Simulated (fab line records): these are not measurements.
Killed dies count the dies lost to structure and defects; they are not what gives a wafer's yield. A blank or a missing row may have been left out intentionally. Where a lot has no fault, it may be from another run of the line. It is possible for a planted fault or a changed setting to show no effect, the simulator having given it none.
Which tool is to blame?	flow n5-finfet	72 wafers from 24 lots sampled at 6 of the route's 1938 steps

## WHAT THE GAUGES SHOWED, per wafer
N5_BEOL_M1_THK_MEAS_01. Usual: for M1_ILD_THK the level is 79.2 nm and the standard deviation is 1.2.
lot	measured	on	M1_ILD_THK (nm)	flag
L074	day 6 03:17	film-metro-01	80.2 78.8 80.4	
L075	day 6 06:16	film-metro-01	79.1 79.6 79.9	
L076	day 6 13:10	film-metro-02	78.8 77.5 79.4	
L077	day 6 15:00	film-metro-01	77.5 78.4 79.7	
L078	day 6 21:25	film-metro-02	79.6 78.1 79.8	
L079	day 7 07:21	film-metro-01	76.8 78.1 78.5	
L080	day 7 15:50	film-metro-01	79.1 80.1 81.7	
L081	day 7 20:10	film-metro-01	79.4 79.3 81.0	
L082	day 7 23:16	film-metro-02	77.5 80.4 80.8	
L083	day 8 10:26	film-metro-01	80.2 81.7 80.1	
L084	day 8 10:16	film-metro-01	80.0 78.7 81.1	
L085	day 8 17:18	film-metro-01	79.1 78.3 81.5	
L086	day 9 03:10	film-metro-02	77.0 78.2 78.5	
L087	day 9 14:08	film-metro-01	79.5 81.1 79.7	
L088	day 9 16:32	film-metro-01	79.1 77.0 78.4	
L089	day 9 16:23	film-metro-01	78.7 78.2 80.2	
L090	day 10 01:33	film-metro-01	78.2 79.9 79.4	
L091	day 10 03:38	film-metro-01	77.0 78.3 80.5	
L092	day 10 14:37	film-metro-01	78.4 79.7 78.3	
L093	day 10 16:28	film-metro-02	78.2 80.6 78.9	
L094	day 10 19:18	film-metro-01	79.3 80.4 79.9	
L095	day 11 05:59	film-metro-01	79.8 77.7 81.0	
L096	day 11 20:10	film-metro-02	76.5 78.0 78.0	
L097	day 11 23:11	film-metro-02	79.9 78.9 79.3	

N5_BEOL_M1_CD_MEAS_11: the cd target is 17.05 nm. Usual: 17.02 nm for cd-nm, sd 0.24.
lot	measured	on	cd-nm (nm)	flag
L074	day 6 04:27	cd-sem-03	16.93 17.08 17.13	
L075	day 6 08:29	cd-sem-02	17.07 17.19 17.08	
L076	day 6 14:17	cd-sem-03	16.92 17.02 16.71	
L077	day 6 17:09	cd-sem-02	16.81 17.36 16.77	
L078	day 6 23:20	cd-sem-03	17.15 17.02 16.94	
L079	day 7 09:07	cd-sem-01	16.71 17.32 17.50	
L080	day 7 19:01	cd-sem-01	16.75 16.83 16.67	
L081	day 7 21:01	cd-sem-03	16.98 17.15 17.10	
L082	day 8 00:10	cd-sem-02	17.09 16.81 17.11	
L083	day 8 12:31	cd-sem-02	16.60 16.81 17.17	
L084	day 8 12:28	cd-sem-02	17.32 16.87 17.12	
L085	day 8 20:01	cd-sem-03	16.65 16.91 16.90	
L086	day 9 03:58	cd-sem-02	17.12 17.28 17.24	
L087	day 9 15:49	cd-sem-01	17.06 16.98 17.08	
L088	day 9 19:18	cd-sem-01	17.03 17.16 16.89	
L089	day 9 19:16	cd-sem-02	17.06 17.09 17.07	
L090	day 10 03:04	cd-sem-01	17.20 16.76 17.01	
L091	day 10 06:32	cd-sem-02	17.34 17.35 17.39	
L092	day 10 16:39	cd-sem-03	17.16 17.27 17.22	
L093	day 10 17:17	cd-sem-03	16.92 16.93 17.29	
L094	day 10 20:36	cd-sem-03	17.12 17.12 16.68	
L095	day 11 07:58	cd-sem-02	16.83 17.28 16.92	
L096	day 11 21:51	cd-sem-03	17.13 16.85 16.55	
L097	day 12 00:17	cd-sem-02	17.08 16.60 17.19	

N5_BEOL_M1_INSPECT_13: inspects for defects (brightfield). Usual: 445 for raw-defect-count, sd 120.
lot	measured	on	raw-defect-count	flag
L074	day 6 04:32	defect-inspect-01	487 394 505	
L075	day 6 08:34	defect-inspect-02	588 678 581	
L076	day 6 14:22	defect-inspect-01	367 368 363	
L077	day 6 17:14	defect-inspect-02	343 615 567	
L078	day 6 23:26	defect-inspect-02	525 492 518	
L079	day 7 09:13	defect-inspect-01	473 480 668	
L080	day 7 19:07	defect-inspect-02	455 376 430	
L081	day 7 21:06	defect-inspect-02	597 423 543	
L082	day 8 00:16	defect-inspect-01	410 389 501	
L083	day 8 12:35	defect-inspect-01	438 525 531	
L084	day 8 12:34	defect-inspect-02	525 446 415	
L085	day 8 20:07	defect-inspect-02	516 462 518	
L086	day 9 04:04	defect-inspect-01	917 688 692	
L087	day 9 15:54	defect-inspect-02	335 496 414	
L088	day 9 19:23	defect-inspect-02	492 710 582	
L089	day 9 19:21	defect-inspect-01	383 430 460	
L090	day 10 03:09	defect-inspect-01	381 419 431	
L091	day 10 06:37	defect-inspect-01	233 269 286	
L092	day 10 16:44	defect-inspect-02	476 388 476	
L093	day 10 17:22	defect-inspect-02	520 471 404	
L094	day 10 20:41	defect-inspect-02	400 431 367	
L095	day 11 08:03	defect-inspect-01	257 359 310	
L096	day 11 21:56	defect-inspect-02	619 397 671	
L097	day 12 00:23	defect-inspect-01	231 405 242	

## WHAT TOOL EACH LOT RAN ON (gives the tool, then ch and the chambers of the sampled wafers, and finally the start)
lot	N5_BEOL_M0_SAQP_MANDREL2_REMOVE_110	N5_BEOL_M0_CUTY_DESCUM_61	N5_BEOL_M1_ILD_DEP_00
L074	rie-si-04 ch 0,3, day 5 16:31	rie-diel-01 ch 1,2,3, day 5 18:44	pecvd-04 ch 0,1,2, day 6 03:14
L075	rie-si-01 ch 1,3, day 5 21:29	rie-diel-02 ch 0,1,3, day 5 23:52	pecvd-04 ch 1,2, day 6 06:12
L076	rie-si-01 ch 1,3, day 6 03:07	rie-diel-02 ch 0,1, day 6 05:19	pecvd-02 ch 1,2, day 6 13:07
L077	rie-si-04 ch 0,3, day 6 07:18	rie-diel-01 ch 1,2,3, day 6 09:16	pecvd-03 ch 1,2, day 6 14:56
L078	rie-si-04 ch 1,3, day 6 13:01	rie-diel-01 ch 1,3, day 6 14:58	pecvd-02 ch 0,1,2, day 6 21:21
L079	rie-si-04 ch 0,1,2, day 6 21:04	rie-diel-02 ch 2,3, day 6 22:55	pecvd-04 ch 0,2, day 7 07:17
L080	rie-si-01 ch 1,2, day 7 06:26	rie-diel-02 ch 2,3, day 7 08:52	pecvd-02 ch 0,1, day 7 15:46
L081	rie-si-06 ch 0,3, day 7 10:05	rie-diel-02 ch 1,2, day 7 12:06	pecvd-04 ch 1,2, day 7 20:05
L082	rie-si-04 ch 0,1, day 7 13:54	rie-diel-01 ch 1,3, day 7 16:32	pecvd-03 ch 0,1, day 7 23:11
L083	rie-si-06 ch 0,2,3, day 8 00:26	rie-diel-02 ch 1,2, day 8 02:31	pecvd-04 ch 0,2, day 8 10:22
L084	rie-si-01 ch 2,3, day 8 00:55	rie-diel-04 ch 1,2,3, day 8 03:01	pecvd-02 ch 0,1, day 8 10:12
L085	rie-si-01 ch 1,3, day 8 10:25	rie-diel-04 ch 2,3, day 8 12:28	pecvd-02 ch 1,2, day 8 17:13
L086	rie-si-04 ch 0,2,3, day 8 18:44	rie-diel-04 ch 0,2,3, day 8 21:07	pecvd-04 ch 0,1, day 9 03:05
L087	rie-si-01 ch 0,1,3, day 9 07:02	rie-diel-04 ch 0,2, day 9 09:04	pecvd-02 ch 1,2, day 9 14:04
L088	rie-si-04 ch 1,2,3, day 9 09:01	rie-diel-02 ch 2,3, day 9 11:11	pecvd-04 ch 1,2, day 9 16:28
L089	rie-si-01 ch 0,1,3, day 9 09:31	rie-diel-04 ch 0,2,3, day 9 11:28	pecvd-04 ch 0,1,2, day 9 16:19
L090	rie-si-04 ch 0,1,2, day 9 14:36	rie-diel-01 ch 0,3, day 9 16:47	pecvd-03 ch 0,1, day 10 01:28
L091	rie-si-06 ch 1,2, day 9 17:50	rie-diel-02 ch 1,2,3, day 9 20:34	pecvd-04 ch 0,1,2, day 10 03:34
L092	rie-si-06 ch 0,2,3, day 10 02:49	rie-diel-04 ch 0,2,3, day 10 05:25	pecvd-04 ch 1,2, day 10 14:32
L093	rie-si-06 ch 1,2, day 10 07:00	rie-diel-02 ch 1,2, day 10 10:42	pecvd-04 ch 0,2, day 10 16:24
L094	rie-si-04 ch 0,1,2, day 10 10:29	rie-diel-02 ch 0,1,2, day 10 13:08	pecvd-03 ch 0,1, day 10 19:13
L095	rie-si-06 ch 0,1,2, day 10 21:58	rie-diel-02 ch 0,2, day 10 23:48	pecvd-02 ch 1,2, day 11 05:55
L096	rie-si-04 ch 0,2, day 11 08:50	rie-diel-01 ch 0,1,3, day 11 11:15	pecvd-04 ch 1, day 11 20:05
L097	rie-si-04 ch 0,1,3, day 11 13:01	rie-diel-04 ch 1,2,3, day 11 15:23	pecvd-02 ch 0,1,2, day 11 23:07
- N5_BEOL_M0_SAQP_MANDREL2_REMOVE_110: chemistry HBr/Cl2/O2, target a-Si, stops on SiCN, bt time 10 s.
- N5_BEOL_M0_CUTY_DESCUM_61: chemistry O2, time 7.9 s.
- N5_BEOL_M1_ILD_DEP_00: deposits SiOC from DEMS/O2, target thk 79 nm, time 15.3 s.

## AS READ BY THE TOOLS THEMSELVES (means over the sampled wafers that have a number; for cases with no such wafer, the mark the record gives instead)
N5_BEOL_M0_SAQP_MANDREL2_REMOVE_110. Usual: drypump-motor-current-A 5.8 A, standard deviation 0.45; oes-product-au 0.996 a.u., standard deviation 0.022; rf-fwd-power-W 596.6 W, standard deviation 2.4; throttle-valve-pct 36.5 %, standard deviation 0.32.
lot	tool	drypump-motor-current-A (A)	oes-product-au (a.u.)	rf-fwd-power-W (W)	throttle-valve-pct (%)	flag
L074	rie-si-04	6.3	1.022	599.3	36.3	
L075	rie-si-01	5.9	0.983	594.1	36.4	
L076	rie-si-01	5.9	0.984	595.6	36.5	
L077	rie-si-04	6.2	1.021	598.7	36.6	
L078	rie-si-04	6.3	1.019	596.2	36.2	
L079	rie-si-04	5.8	1.005	594.8	36.5	
L080	rie-si-01	5.6	0.986	596.8	36.4	
L081	rie-si-06	5.4	0.990	594.7	36.9	
L082	rie-si-04	6.0	1.030	599.8	36.8	
L083	rie-si-06	5.2	0.989	597.7	36.8	
L084	rie-si-01	6.0	0.986	597.9	36.3	
L085	rie-si-01	5.9	0.978	596.0	36.4	
L086	rie-si-04	6.0	1.015	598.0	36.3	
L087	rie-si-01	5.8	0.987	597.0	36.5	
L088	rie-si-04	5.9	1.010	596.3	36.2	
L089	rie-si-01	5.8	0.978	597.5	36.5	
L090	rie-si-04	5.8	1.012	597.2	36.5	
L091	rie-si-06	5.6	0.976	597.7	36.8	
L092	rie-si-06	5.2	0.994	596.3	36.8	
L093	rie-si-06	5.3	0.998	596.0	36.6	
L094	rie-si-04	5.8	1.002	595.4	36.5	
L095	rie-si-06	5.5	0.995	597.3	36.7	
L096	rie-si-04	5.6	0.984	592.7	36.4	
L097	rie-si-04	6.2	1.012	596.5	36.5	

N5_BEOL_M0_CUTY_DESCUM_61. Usual: drypump-motor-current-A 5.7 A, standard deviation 0.39; o2-flow-sccm 225.1 sccm, standard deviation 0.66; oes-product-au 0.78 a.u., standard deviation 0.084; rf-fwd-power-W 49.36 W, standard deviation 0.25; rf-vpp-V 243.2 V, standard deviation 1.5; showerhead-plenum-p-Torr 2.09 Torr, standard deviation 0.087; temp-c 40.00 C, standard deviation 0.11; throttle-valve-pct 20.32 %, standard deviation 0.19.
lot	tool	drypump-motor-current-A (A)	o2-flow-sccm (sccm)	oes-product-au (a.u.)	rf-fwd-power-W (W)	rf-vpp-V (V)	showerhead-plenum-p-Torr (Torr)	temp-c (C)	throttle-valve-pct (%)	flag
L074	rie-diel-01	5.5	225.3	0.85	49.53	245.5	2.18	39.86	20.37	
L075	rie-diel-02	5.5	225.4	0.74	49.32	242.9	2.09	40.08	20.23	
L076	rie-diel-02	5.4	224.6	0.75	49.01	242.9	2.06	39.94	20.21	
L077	rie-diel-01	5.5	224.9	0.84	49.61	244.9	2.18	39.99	20.37	
L078	rie-diel-01	5.2	224.8	0.77	49.37	243.3	2.12	39.91	20.49	
L079	rie-diel-02	5.7	224.3	0.69	49.37	244.1	2.10	39.99	20.38	
L080	rie-diel-02	5.8	225.2	0.69	49.53	243.9	2.10	39.93	20.38	
L081	rie-diel-02	5.8	225.5	0.73	49.24	241.6	1.99	40.01	20.51	
L082	rie-diel-01	5.2	226.0	0.76	49.49	243.3	2.12	39.78	20.51	
L083	rie-diel-02	5.8	225.5	0.73	49.23	242.3	1.99	40.02	20.51	
L084	rie-diel-04	6.0	225.0	0.77	49.39	242.8	2.08	40.07	20.25	
L085	rie-diel-04	5.8	225.3	0.77	49.44	242.5	2.06	39.95	20.14	
L086	rie-diel-04	5.7	225.2	0.83	49.40	243.3	2.11	39.97	20.14	
L087	rie-diel-04	5.8	225.3	0.87	49.51	244.1	2.09	39.96	20.14	
L088	rie-diel-02	5.7	225.5	0.68	49.51	243.7	2.09	40.11	20.42	
L089	rie-diel-04	5.7	224.6	0.83	49.51	243.0	2.10	39.97	20.14	
L090	rie-diel-01	4.9	224.6	0.76	49.42	243.4	2.13	40.00	20.50	
L091	rie-diel-02	5.7	225.2	0.71	49.36	242.5	2.04	40.13	20.41	
L092	rie-diel-04	5.7	224.7	0.81	49.55	243.6	2.10	39.98	20.15	
L093	rie-diel-02	5.8	225.5	0.71	49.23	241.7	1.98	40.04	20.55	
L094	rie-diel-02	5.6	224.9	0.72	49.13	241.3	2.01	40.01	20.42	
L095	rie-diel-02	5.7	224.9	0.68	49.14	241.3	2.00	40.06	20.54	
L096	rie-diel-01	5.0	225.4	0.83	49.32	243.7	2.12	40.03	20.41	
L097	rie-diel-04	6.0	225.9	0.74	49.49	242.2	2.07	39.95	20.29	

N5_BEOL_M1_ILD_DEP_00. Usual: heater-power-w 485 W, standard deviation 62; rf-fwd-power-W 493.7 W, standard deviation 2.4; showerhead-plenum-p-Torr 5.698 Torr, standard deviation 0.02; throttle-valve-pct 12.2 %, standard deviation 0.62.
lot	tool	heater-power-w (W)	rf-fwd-power-W (W)	showerhead-plenum-p-Torr (Torr)	throttle-valve-pct (%)	flag
L074	pecvd-04	457	494.2	5.699	12.2	
L075	pecvd-04	507	492.2	5.692	12.4	
L076	pecvd-02	418	495.8	5.693	12.0	
L077	pecvd-03	503	494.5	5.704	12.4	
L078	pecvd-02	508	493.8	5.695	11.6	
L079	pecvd-04	453	496.2	5.717	12.2	
L080	pecvd-02	442	493.6	5.694	12.1	
L081	pecvd-04	485	491.6	5.698	12.2	
L082	pecvd-03	529	492.8	5.698	11.9	
L083	pecvd-04	494	493.1	5.720	12.1	
L084	pecvd-02	466	494.4	5.690	11.9	
L085	pecvd-02	413	494.8	5.677	11.9	
L086	pecvd-04	472	497.4	5.708	12.6	
L087	pecvd-02	449	495.1	5.689	11.6	
L088	pecvd-04	499	491.0	5.687	12.9	
L089	pecvd-04	470	494.5	5.700	12.6	
L090	pecvd-03	561	493.8	5.706	12.1	
L091	pecvd-04	507	494.0	5.704	12.5	
L092	pecvd-04	471	493.6	5.693	12.5	
L093	pecvd-04	460	494.2	5.710	12.2	
L094	pecvd-03	554	492.0	5.708	12.0	
L095	pecvd-02	418	497.0	5.693	12.1	
L096	pecvd-04	462	493.3	5.674	13.2	
L097	pecvd-02	489	493.5	5.687	11.8	

## THE ANSWER, worked out from the rows above alone
Rule: a lot is off if the mean of its wafers that have a number lies more than 3 standard deviations from the usual mean. Also off: a lot with no number at a reading for which 4 or more lots have one. Where the step has rows for the other lots, those lots are counted as sound. After the gauges, taken in route order, come the tools' own readings; for these a lot's mean is taken, as printed above. At the first step where some lot is off, the reading lying furthest off is the one used; lots without a number count as furthest.
No lot is off on any of the readings shown, so nothing can be concluded from this.

## WHAT HAD BEEN PUT IN BY THE SIMULATOR
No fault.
